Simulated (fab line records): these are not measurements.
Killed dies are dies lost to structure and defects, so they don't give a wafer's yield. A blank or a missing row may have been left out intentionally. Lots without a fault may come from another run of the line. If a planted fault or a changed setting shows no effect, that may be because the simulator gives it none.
Chamber matching || flow n5Finfet || rieDiel-05 running N5_BEOL_M14_TRENCH_ETCH_34: 4 sister chambers
The step etches SiO2 in C4F8/O2/Ar, target depth 556.65 nm, time 126.9 s. 4 wafers are shown with their chamber, then 9 later ones without.

== WAFERS, EACH WITH ITS CHAMBER ==
{"wafer": "L086.5", "chamber": 0, "drypumpMotorCurrentA (A)": 5.83}
{"wafer": "L091.2", "chamber": 1, "drypumpMotorCurrentA (A)": 5.85}
{"wafer": "L091.4", "chamber": 2, "drypumpMotorCurrentA (A)": 5.85}
{"wafer": "L091.6", "chamber": 3, "drypumpMotorCurrentA (A)": 5.26}

== WAFERS WHOSE CHAMBER IS MISSING ==
{"wafer": "L090.1", "drypumpMotorCurrentA (A)": 5.82}
{"wafer": "L090.5", "drypumpMotorCurrentA (A)": 5.83}
{"wafer": "L090.6", "drypumpMotorCurrentA (A)": 5.83}
{"wafer": "L097.1", "drypumpMotorCurrentA (A)": 5.29}
{"wafer": "L097.4", "drypumpMotorCurrentA (A)": 5.86}
{"wafer": "L097.5", "drypumpMotorCurrentA (A)": 5.87}
{"wafer": "L096.1", "drypumpMotorCurrentA (A)": 5.79}
{"wafer": "L096.2", "drypumpMotorCurrentA (A)": 5.84}
{"wafer": "L096.3", "drypumpMotorCurrentA (A)": 5.87}

== THE CHAMBER EACH PASSED THROUGH ==
{"wafer": "L090.1", "from the rows above": "can't be placed: 0 or 1 or 2", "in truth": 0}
{"wafer": "L090.5", "from the rows above": "can't be placed: 0 or 1 or 2", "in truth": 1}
{"wafer": "L090.6", "from the rows above": "can't be placed: 0 or 1 or 2", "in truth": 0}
{"wafer": "L097.1", "from the rows above": 3, "in truth": 3}
{"wafer": "L097.4", "from the rows above": "can't be placed: 1 or 2 or 0", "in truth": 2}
{"wafer": "L097.5", "from the rows above": "can't be placed: 1 or 2 or 0", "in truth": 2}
{"wafer": "L096.1", "from the rows above": "can't be placed: 0 or 1 or 2", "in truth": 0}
{"wafer": "L096.2", "from the rows above": "can't be placed: 0 or 1 or 2", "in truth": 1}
{"wafer": "L096.3", "from the rows above": "can't be placed: 1 or 2 or 0", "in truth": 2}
Correct placement for 1 of the 9. From these rows, 8 cannot be placed; in 8 the true chamber is one of the candidates. Number placed wrongly: 0.
How it was worked out, from the rows above alone: a wafer's distance from a chamber is the root of the sum, over the readings, of the square of ((its reading less the chamber's mean) divided by the reading's scatter). The wafer belongs to the nearest chamber; if the next one is less than 2 further off, it can't be placed. For every chamber, the mean is computed from those of its wafers that are shown. The scatter (one wafer shown for each chamber): square how far every hidden wafer sits from the nearest shown wafer, average those squares and take the square root.
